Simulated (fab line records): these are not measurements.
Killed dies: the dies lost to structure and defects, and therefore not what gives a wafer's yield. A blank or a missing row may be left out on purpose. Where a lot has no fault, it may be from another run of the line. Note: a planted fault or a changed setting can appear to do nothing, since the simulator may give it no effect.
Chamber matching -- flow n5-finfet -- N5_BEOL_M3_DEP_57 on pecvd-01 has 3 sister chambers
The step deposits SiCN from 3MS/NH3, target thk 8 nm, time 14 s. 14 wafers are shown with their chamber, then 7 later ones without.

## WAFERS WITH THEIR CHAMBER
wafer,chamber,showerhead-plenum-p-Torr (Torr),throttle-valve-pct (%)
L189.1,1,3.647,9.4
L189.3,0,3.649,9.3
L189.6,1,3.639,9.0
L195.2,1,3.648,9.1
L195.3,0,3.664,9.5
L195.4,0,3.655,9.7
L194.1,2,3.674,8.9
L194.3,0,3.661,9.5
L194.5,1,3.643,9.2
L196.1,1,3.654,8.9
L196.3,2,3.674,8.9
L196.6,0,3.655,9.0
L198.3,0,3.659,9.4
L198.4,2,3.674,8.8

SIGNATURES (averages over the wafers above)
reading,chamber 0,chamber 1,chamber 2,scatter within a chamber
showerhead-plenum-p-Torr,3.65717,3.64620,3.67400,0.00493
throttle-valve-pct,9.400,9.120,8.867,0.199
Rule: for a wafer and a chamber, the distance is found by dividing, reading by reading, the gap between the wafer's reading and the chamber's mean by the reading's scatter, squaring, summing and taking the root. If the next closest chamber is less than 2 further off than the closest, the wafer can't be placed; otherwise it belongs to the closest. How the scatter is found: for the shown wafers, subtract from each reading the mean of its chamber, square and add these, divide the total by (wafers less chambers), then take the root.

## WAFERS WITHOUT THEIR CHAMBER
wafer,showerhead-plenum-p-Torr (Torr),throttle-valve-pct (%)
L198.5,3.641,9.2
L199.1,3.634,8.8
L199.2,3.652,8.7
L199.5,3.644,9.1
L200.2,3.641,9.0
L200.5,3.663,9.4
L200.6,3.651,8.8

## WHICH CHAMBER EACH ONE RAN IN
wafer,from the rows above,in truth
L198.5,1,1
L199.1,1,1
L199.2,can't be placed: 1 or 0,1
L199.5,1,1
L200.2,1,1
L200.5,0,0
L200.6,can't be placed: 1 or 0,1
Correct placement for 5 of the 7. Not placeable from these rows: 2 (in 2, the candidates include the true chamber). 0 placed wrongly.
